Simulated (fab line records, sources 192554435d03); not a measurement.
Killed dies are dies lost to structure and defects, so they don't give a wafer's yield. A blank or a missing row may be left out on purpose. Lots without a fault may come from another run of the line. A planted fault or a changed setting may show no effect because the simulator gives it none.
Chamber matching | flow n5_finfet | N5_BEOL_M11_ETCH_62 on rie_diel-01: 4 sister chambers
The step etches SOC in N2/H2, target depth 110 nm, overetch 22 nm, time 165 s. 4 wafers are shown with their chamber, then 7 later ones without.

WAFERS WITH THEIR CHAMBER
wafer  | chamber | showerhead_plenum_p_Torr (Torr)
L082.1 | 1       | 2.60
L085.3 | 0       | 2.54
L086.1 | 3       | 2.40
L086.2 | 2       | 2.53

WAFERS WITHOUT THEIR CHAMBER
wafer  | showerhead_plenum_p_Torr (Torr)
L086.5 | 2.53
L090.3 | 2.60
L090.5 | 2.53
L090.6 | 2.60
L095.1 | 2.53
L095.4 | 2.53
L095.5 | 2.52

WHICH CHAMBER EACH WENT THROUGH
wafer  | from the rows above | in truth
L086.5 | 2                   | 2
L090.3 | 1                   | 1
L090.5 | 2                   | 2
L090.6 | 1                   | 1
L095.1 | 2                   | 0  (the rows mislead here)
L095.4 | 2                   | 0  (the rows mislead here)
L095.5 | 2                   | 2
Placed correctly: 5 of 7. Can't be placed from these rows: 0. Placed wrongly: 2.
How it was worked out, from the rows above alone: a wafer's distance from a chamber is the root of the sum, over the readings, of the square of ((its reading less the chamber's mean) divided by the reading's scatter). The wafer belongs to the nearest chamber; if the next one is less than 2 further off, it can't be placed. A chamber's mean is the mean of its shown wafers. The scatter: with one shown wafer a chamber, the root of the mean of the squares of how far each hidden wafer lies from its nearest shown one.
